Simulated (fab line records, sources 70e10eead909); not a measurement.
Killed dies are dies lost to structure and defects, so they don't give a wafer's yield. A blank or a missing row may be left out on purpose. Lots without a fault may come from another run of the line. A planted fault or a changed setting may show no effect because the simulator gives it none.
A struck lot beside a sound one | flow nand_harc | 40 steps out of a route of 1159
Sound: wafers L795.1, L795.3, L795.4. Struck: wafers L784.1, L784.3, L784.5. The cause comes at the end.
At each step with rows: each side's tool, then ch and its chambers, then its first start. Under that, the readings that differ: sound wafers | struck wafers | difference of the means | sigmas: that difference in standard deviations of wafers without a fault.
alike: readings whose means differ by less than 2 such deviations, and words and numbers that are the same on both sides. not compared: withheld readings, readings that some wafer has no value for, bounds like >300 that may hide the same value, and numbers for which the record gives no deviation and whose values overlap.
The two part at a step that has a row with sigmas, a row that says differs or no value, or rows on one side only. Numbers that don't overlap but have no deviation are shown without sigmas and don't part them. A reading that every wafer of one side lacks parts them only if that side has two wafers or more.

first, 11 steps without rows for these wafers: NHARC_P_GATE_EXPOSE_08 (exposes mask P HV); NHARC_P_GATE_PEB_09 (peb time 85 s); NHARC_P_GATE_DEVELOP_10 (time 70 s); NHARC_P_GATE_HARDBAKE_12 (time 80 s); NHARC_P_GATE_DESCUM_13 (chemistry O2, time 3 s); NHARC_P_GATE_ETCH_14 (etches SiO2 in dHF, target depth 48.8 nm); NHARC_P_GATE_STRIP_15 (strips in SPM, time 780 s); NHARC_P_GATE_PRECLEAN_71 (cleans in SC1); NHARC_P_GATE_SRD_72; NHARC_P_GATE_OXIDE_16 (material SiO2, target thk 3 nm, ox time 392 s); NHARC_P_GATE_CVD_17 (deposits poly-Si, target thk 150 nm, time 900 s).
NHARC_P_GATE_HM_DEP_102: deposits aC, target thk 120 nm.
  sound on acl_dep-03 ch 0, day 10 00:50; struck on acl_dep-03 ch 0, day 7 20:39
  alike: throttle_valve_pct
then, 9 steps without rows for these wafers: NHARC_P_GATE_DEP_103 (deposits SiON, target thk 30 nm); NHARC_P_GATE_DEHYDRATE_18 (time 120 s); NHARC_P_GATE_HMDS_19 (time 30 s); NHARC_P_GATE_COAT_20 (resist thk 90 nm); NHARC_P_GATE_SOFTBAKE_21 (time 55 s); NHARC_P_GATE_EBR_22; NHARC_P_GATE_EXPOSE_23 (exposes mask P GATE, target cd 120 nm); NHARC_P_GATE_PEB_24 (peb time 65 s); NHARC_P_GATE_DEVELOP_25 (develop time 35 s).
NHARC_P_GATE_INSPECT_28:
  sound on defect_inspect-01, day 10 02:10; struck on defect_inspect-01, day 7 21:59
  reading          | sound   | struck         | difference | sigmas
  raw_defect_count | 17 14 9 | 1377 1434 1441 | +1404      | +99 or more
then, 16 steps without rows for these wafers: NHARC_P_GATE_DESCUM_31 (chemistry O2, time 3 s); NHARC_P_GATE_ETCH_104 (etches the open film in CF4/CHF3, target depth 60 nm); NHARC_P_GATE_HM_OPEN_105 (chemistry O2/COS, target depth 360 nm); NHARC_P_GATE_STRIP_106 (strips in O2/COS); NHARC_P_GATE_ETCH_114 (etches the open film in CF4/O2, target depth 30 nm, overetch 3 nm, time 16.5 s); NHARC_P_GATE_ETCH_32 (etches the open film in HBr/Cl2, target depth 150 nm, time 100.1 s); NHARC_P_GATE_STRIP_108 (strips in O2); NHARC_P_GATE_STRIP_35 (strips in SPM, time 600 s); NHARC_P_GATE_PRECLEAN_73 (cleans in SC1); NHARC_P_GATE_SRD_74; NHARC_P_GATE_ALD_36 (deposits SiNx, target thk 20 nm, pulse time 60 s, ald cycles 223); NHARC_P_GATE_ETCHBACK_37 (etches the open film in CHF3/O2, target depth 34.5 nm, time 17.2 s); NHARC_P_GATE_STRIP_101 (strips in O2, time 20 s); NHARC_P_GATE_PRECLEAN_97 (cleans in SPM, time 600 s); NHARC_P_GATE_SRD_98; NHARC_P_GATE_PRECLEAN_99 (cleans in SC1).
NHARC_P_GATE_INSPECT_68:
  sound on defect_inspect-02, day 10 21:17; struck on defect_inspect-01, day 8 16:20
  reading          | sound       | struck         | difference | sigmas
  raw_defect_count | 103 196 153 | 1542 1522 1621 | +1411      | +20
-- the record jumps here: 15 days lie between the struck wafers' starts before and after (it left off in module P_GATE and takes up again in module END, whose first step shown is number 1159 of the route) --
NHARC_END_SORT_01:
  the record has rows for the struck wafers here (prober-02 ch 0, day 23 23:46) and none for the sound ones

WHERE THEY PART
First at NHARC_P_GATE_INSPECT_28; last, within this record, at NHARC_END_SORT_01.

WHY: what the simulator had put in
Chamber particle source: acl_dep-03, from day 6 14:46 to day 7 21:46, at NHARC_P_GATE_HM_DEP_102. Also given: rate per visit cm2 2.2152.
